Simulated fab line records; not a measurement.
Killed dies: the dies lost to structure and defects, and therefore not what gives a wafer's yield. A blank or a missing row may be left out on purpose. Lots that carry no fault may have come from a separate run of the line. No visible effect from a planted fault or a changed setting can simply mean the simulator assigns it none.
Matching of chambers + flow n5_finfet + 4 sister chambers for N5_MOL_CONTACT_COAG_ALD_123 on ald_sin-04
The step deposits SiNx, target thk 5 nm, pulse time 1 s, purge time 2 s. 18 wafers are shown with their chamber, then 9 later ones without.

WAFERS, EACH WITH ITS CHAMBER
| wafer  | chamber | heater_power_w (W) | heater_power_outer_w (W) | precursor_pulse_height_rel |
|--------|---------|--------------------|--------------------------|----------------------------|
| L074.1 | 3       | 674                | 460                      | 0.980                      |
| L074.2 | 2       | 1001               | 667                      | 1.014                      |
| L074.3 | 1       | 843                | 525                      | 1.030                      |
| L075.1 | 1       | 839                | 546                      | 0.999                      |
| L075.3 | 3       | 707                | 481                      | 1.025                      |
| L075.5 | 2       | 1002               | 662                      | 1.028                      |
| L077.1 | 2       | 1003               | 643                      | 1.002                      |
| L077.3 | 3       | 717                | 465                      | 0.995                      |
| L077.5 | 3       | 707                | 472                      | 1.005                      |
| L078.1 | 1       | 808                | 519                      | 0.988                      |
| L078.5 | 2       | 1032               | 649                      | 0.996                      |
| L078.6 | 1       | 853                | 522                      | 1.031                      |
| L080.2 | 0       | 629                | 387                      | 0.991                      |
| L080.3 | 3       | 694                | 471                      | 1.000                      |
| L080.6 | 1       | 848                | 521                      | 1.005                      |
| L089.1 | 1       | 855                | 518                      | 0.981                      |
| L089.2 | 2       | 996                | 629                      | 0.982                      |
| L089.3 | 3       | 678                | 462                      | 0.972                      |

SIGNATURES, as means of the wafers listed above
| reading                    | chamber 0 | chamber 1 | chamber 2 | chamber 3 | scatter within a chamber |
|----------------------------|-----------|-----------|-----------|-----------|--------------------------|
| heater_power_w             | 629.00    | 841.00    | 1006.80   | 696.17    | 16.5                     |
| heater_power_outer_w       | 387.00    | 525.17    | 650.00    | 468.50    | 11.3                     |
| precursor_pulse_height_rel | 0.99100   | 1.00567   | 1.00440   | 0.99617   | 0.0193                   |
Rule: for a wafer and a chamber, the distance is found by dividing, reading by reading, the gap between the wafer's reading and the chamber's mean by the reading's scatter, squaring, summing and taking the root. The wafer belongs to the nearest chamber; if the next one is less than 2 further off, it can't be placed. The scatter: the root of (the sum of the squares of (reading less its chamber's mean) over the shown wafers, divided by (wafers less chambers)).

WAFERS WITH NO CHAMBER GIVEN
| wafer  | heater_power_w (W) | heater_power_outer_w (W) | precursor_pulse_height_rel |
|--------|--------------------|--------------------------|----------------------------|
| L091.1 | 850                | 517                      | 1.031                      |
| L091.3 | 960                | 626                      | 0.991                      |
| L091.6 | 841                | 505                      | 1.010                      |
| L092.1 | 692                | 464                      | 0.992                      |
| L092.2 | 666                | 402                      | 1.010                      |
| L092.4 | 833                | 512                      | 1.011                      |
| L097.1 | 859                | 510                      | 0.982                      |
| L097.2 | 666                | 392                      | 1.006                      |
| L097.6 | 835                | 507                      | 1.011                      |

THE CHAMBER EACH PASSED THROUGH
| wafer  | from the rows above | in truth |
|--------|---------------------|----------|
| L091.1 | 1                   | 1        |
| L091.3 | 2                   | 2        |
| L091.6 | 1                   | 1        |
| L092.1 | 3                   | 3        |
| L092.2 | 0                   | 0        |
| L092.4 | 1                   | 1        |
| L097.1 | 1                   | 1        |
| L097.2 | 0                   | 0        |
| L097.6 | 1                   | 1        |
Correct placement for 9 of the 9. Can't be placed from these rows: 0. 0 placed wrongly.
